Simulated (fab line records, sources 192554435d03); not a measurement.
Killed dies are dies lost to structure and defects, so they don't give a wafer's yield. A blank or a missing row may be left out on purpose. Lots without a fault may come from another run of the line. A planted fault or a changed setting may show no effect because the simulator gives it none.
A struck lot beside a sound one | flow n5_finfet | 16 steps out of a route of 1938
Sound: wafers L883.1, L883.2, L883.3. Struck: wafer L894.4. (L894.3, L894.5 of the same lot were not struck and are left out.) The cause comes at the end.
At each step with rows: each side's tool, then ch and its chambers, then its first start. Under that, the readings that differ: sound wafers | struck wafers | difference of the means | sigmas: that difference in standard deviations of wafers without a fault.
alike: readings whose means differ by less than 2 such deviations, and words and numbers that are the same on both sides. not compared: withheld readings, readings that some wafer has no value for, bounds like >300 that may hide the same value, and numbers for which the record gives no deviation and whose values overlap.
The two part at a step that has a row with sigmas, a row that says differs or no value, or rows on one side only. Numbers that don't overlap but have no deviation are shown without sigmas and don't part them. A reading that every wafer of one side lacks parts them only if that side has two wafers or more.

first, 7 steps without rows for these wafers: N5_SD_EPI_N_COAT_33 (time 60 s, resist thk 35 nm); N5_SD_EPI_N_COAT_03 (resist thk 150 nm); N5_SD_EPI_N_EBR_05; N5_SD_EPI_N_SOFTBAKE_04 (time 60 s); N5_SD_EPI_N_EXPOSE_06 (exposes mask SD N BLK, target cd 120 nm); N5_SD_EPI_N_PEB_07 (peb time 60 s); N5_SD_EPI_N_DEVELOP_08 (develop time 30 s).
N5_SD_EPI_N_CD_MEAS_09: target cd 120 nm.
  sound on cd_sem-01 ch 0, day 3 03:20; struck on cd_sem-02 ch 0, day 5 21:44
  alike: cd_nm
N5_SD_EPI_N_OVL_MEAS_10:
  sound on overlay-01 ch 0, day 3 03:22; struck on overlay-01 ch 0, day 5 21:46
  alike: SD_N_BLK_OVL
N5_SD_EPI_N_INSPECT_11: inspects for defects (macro).
  sound on defect_inspect-02, day 3 03:23; struck on defect_inspect-01, day 5 21:47
  alike: raw_defect_count
N5_SD_EPI_N_DESCUM_14: chemistry O2, time 7.9 s.
  sound on rie_diel-03 ch 0,2,3, day 3 03:52; struck on rie_diel-03 ch 1, day 5 21:55
  alike: bias_power_w, drypump_motor_current_A, oes_product_au, rf_vpp_V, showerhead_plenum_p_Torr, throttle_valve_pct
  not compared: rf_hours_counter_h
N5_SD_EPI_N_ETCH_34: etches SiARC in CF4, target depth 45.5 nm, time 75.8 s.
  sound on rie_diel-03 ch 0,2,3, day 3 03:54; struck on rie_diel-03 ch 1, day 5 21:58
  alike: drypump_motor_current_A, etch_rf_on_time_s, oes_product_au, rf_vpp_V, showerhead_plenum_p_Torr, throttle_valve_pct
  not compared: rf_hours_counter_h
N5_SD_EPI_N_ETCH_35: etches SOC in N2/H2, overetch 108 nm, time 486 s.
  sound on rie_diel-03 ch 0,2,3, day 3 03:58; struck on rie_diel-03 ch 1, day 5 22:01
  reading                                     | sound          | struck | difference | sigmas
  model.SiARC_of_SD_EPI_N_COAT_33.thk_nm (nm) | 19.8 20.4 19.8 | 19.4   | -0.6       |
  alike: drypump_motor_current_A, oes_product_au, rf_vpp_V, showerhead_plenum_p_Torr, throttle_valve_pct
  not compared: rf_hours_counter_h
then, 1 step without rows for these wafers: N5_SD_EPI_N_STRIP_36 (strips in N2/H2).
-- the record jumps here: 5 days lie between the struck wafers' starts before and after (it left off in module SD_EPI_N and takes up again in module BEOL_M4, whose first step shown is number 1111 of the route) --
N5_BEOL_M4_RC_MEAS_101:
  sound on prober-02 ch 0, day 8 11:53; struck on prober-01 ch 0, day 10 22:16
  alike: DIBL_N, DIBL_P, IOFF_N, IOFF_P, ION_N, ION_P, SS_N, SS_P, VT_N, VT_P
N5_PASSIVATION_PROBE_49:
  the record has rows for the sound wafers here (prober-02, day 12 13:05) and none for the struck ones

WHERE THEY PART
Only at N5_PASSIVATION_PROBE_49, within this record.

WHY: what the simulator had put in
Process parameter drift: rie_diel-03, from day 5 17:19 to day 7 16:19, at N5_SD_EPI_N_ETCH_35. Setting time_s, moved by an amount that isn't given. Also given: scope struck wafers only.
